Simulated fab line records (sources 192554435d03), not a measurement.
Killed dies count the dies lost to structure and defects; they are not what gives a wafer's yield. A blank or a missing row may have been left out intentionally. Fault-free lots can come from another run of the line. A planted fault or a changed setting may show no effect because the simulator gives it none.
Code-filled problem report in 8D (eight disciplines) form ; flow n5 finfet ; the parts of the form that need people (team, actions taken, sign-off) are left out

== 1. WHAT IS WRONG ==
Mean of susceptor temp C at N5_BEOL_M8_ILD_DEP_00: 303.77 C across 2 wafers in 2 lots; on wafers with no fault it is 300.02 C (standard deviation 0.19). That is +20 standard deviations from the usual mean.
The step: deposits SiCOH lowk from DEMS/porogen, target thk 179.75 nm, time 33.4 s.
Earliest sighting: wafer L180.1 on pecvd-03 at day 13 23:44. At this step, 18 wafers from 6 lots have a number in the record. Rule for "out" (also "out of limits"): further than 4 standard deviations from the usual mean. Any other wafer with a number is counted as sound.

== 2. WHAT IT IS, WHAT IT ISN'T ==
question;is;is not
which readings at this step;susceptor temp C;heater power w, showerhead plenum p Torr, throttle valve pct
which lots;L180, L183;L165, L172, L182, L186
which wafers of those lots;L180.1, L183.5;L180.2, L180.6, L183.2, L183.3
read on which tools;pecvd-03;pecvd-04
when;from day 13 23:44;"up to then (8 sound wafers); but 8 sound wafers of L182, L183, L186 came after"

== 3. THE SUSPECTS, EACH WITH WHAT RULES IT OUT ==
Counting: if a tool at a process step up to the reading ran every lot that is out, it stays a suspect. Sound lots after the first of them don't rule it out here, since some wafers of a struck lot are sound.
- pvd sputter-03 at N5_BEOL_M7_SURFACE_TREAT_79: kept. It ran every lot that is out, first L180 (day 13 22:17).
- pecvd-03 at N5_BEOL_M8_ILD_DEP_00 (deposits SiCOH lowk from DEMS/porogen, target thk 179.75 nm, time 33.4 s): kept. It processed each lot that is out (first: L180, day 13 23:44); up to then, its last sound lot is L165 (day 9 21:12). On those wafers its own readings are out: susceptor temp C.
- Within pecvd-03 at N5_BEOL_M8_ILD_DEP_00: the wafers that are out ran in chamber 0; their sound lot-mates ran in chambers 1, 2.
Left after counting: pvd sputter-03 at N5_BEOL_M7_SURFACE_TREAT_79, pecvd-03 at N5_BEOL_M8_ILD_DEP_00.

== 4. THE CAUSE (what the simulator had put in) ==
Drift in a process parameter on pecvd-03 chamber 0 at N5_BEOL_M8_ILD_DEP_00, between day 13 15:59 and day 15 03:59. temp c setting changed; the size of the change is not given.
Counting left 2 suspects, and this tool is among them.

== 5. SEQUENCE OF EFFECTS, ordered by route ==
Each row: a reading where the mean over the struck wafers with a number is more than 3 standard deviations away from the usual. Readings are gone through only where the record gives a usual standard deviation; hours: the median, over the lots, of the time from a lot's start at the first step in this table giving one to that lot's start at this step; sigmas: the change measured in usual standard deviations.
hours;step;reading;usual;on struck wafers;change;sigmas
0;N5_BEOL_M8_ILD_DEP_00;susceptor temp C;300.02 C;303.77;+3.75;+20
Its process steps:
- N5_BEOL_M8_ILD_DEP_00: deposits SiCOH lowk from DEMS/porogen, target thk 179.75 nm, time 33.4 s.

== 6. HOW IT WOULD HAVE BEEN CAUGHT EARLIER ==
In this record the first reading out of limits was taken at day 13 23:44, 8 hours after the fault began at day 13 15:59.
